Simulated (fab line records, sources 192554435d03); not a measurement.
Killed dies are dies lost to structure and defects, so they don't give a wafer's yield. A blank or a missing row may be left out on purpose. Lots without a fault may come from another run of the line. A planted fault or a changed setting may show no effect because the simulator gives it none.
Chamber matching | flow n5_finfet | N5_MIM_BOT_ETCH_ETCH_04 on rie_diel-04: 4 sister chambers
The step etches SiNx in CF4/O2, target depth 26 nm, time 13 s. 14 wafers are shown with their chamber, then 7 later ones without.

WAFERS WITH THEIR CHAMBER
wafer  | chamber | showerhead_plenum_p_Torr (Torr) | rf_vpp_V (V) | oes_product_au (a.u.)
L145.1 | 2       | 2.10                            | 249          | 0.68
L145.4 | 3       | 2.33                            | 254          | 0.89
L145.5 | 2       | 2.10                            | 248          | 0.68
L144.2 | 1       | 2.23                            | 247          | 0.82
L144.4 | 2       | 2.10                            | 249          | 0.68
L144.6 | 0       | 2.19                            | 239          | 0.70
L147.1 | 1       | 2.22                            | 247          | 0.80
L147.3 | 0       | 2.19                            | 238          | 0.69
L147.4 | 3       | 2.33                            | 254          | 0.86
L149.1 | 1       | 2.22                            | 248          | 0.79
L149.4 | 0       | 2.19                            | 239          | 0.69
L149.6 | 3       | 2.32                            | 253          | 0.86
L153.1 | 3       | 2.32                            | 252          | 0.85
L153.4 | 0       | 2.19                            | 238          | 0.68

SIGNATURES (means of the wafers above)
reading                  | chamber 0 | chamber 1 | chamber 2 | chamber 3 | scatter within a chamber
showerhead_plenum_p_Torr | 2.1900    | 2.2233    | 2.1000    | 2.3250    | 0.00408
rf_vpp_V                 | 238.50    | 247.33    | 248.67    | 253.25    | 0.713
oes_product_au           | 0.6900    | 0.8033    | 0.6800    | 0.8650    | 0.0125
Rule: a wafer's distance from a chamber is the root of the sum, over the readings, of the square of ((its reading less the chamber's mean) divided by the reading's scatter). The wafer belongs to the nearest chamber; if the next one is less than 2 further off, it can't be placed. The scatter: the root of (the sum of the squares of (reading less its chamber's mean) over the shown wafers, divided by (wafers less chambers)).

WAFERS WITHOUT THEIR CHAMBER
wafer  | showerhead_plenum_p_Torr (Torr) | rf_vpp_V (V) | oes_product_au (a.u.)
L153.6 | 2.35                            | 251          | 0.98
L159.3 | 2.22                            | 246          | 0.78
L159.4 | 2.18                            | 240          | 0.68
L159.5 | 2.18                            | 239          | 0.68
L157.1 | 2.35                            | 253          | 0.91
L157.3 | 2.21                            | 247          | 0.77
L157.6 | 2.35                            | 252          | 0.91

WHICH CHAMBER EACH WENT THROUGH
wafer  | from the rows above | in truth
L153.6 | 3                   | 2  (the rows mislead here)
L159.3 | 1                   | 1
L159.4 | 0                   | 0
L159.5 | 0                   | 0
L157.1 | 3                   | 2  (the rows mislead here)
L157.3 | 1                   | 1
L157.6 | 3                   | 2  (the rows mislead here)
Placed correctly: 4 of 7. Can't be placed from these rows: 0. Placed wrongly: 3.
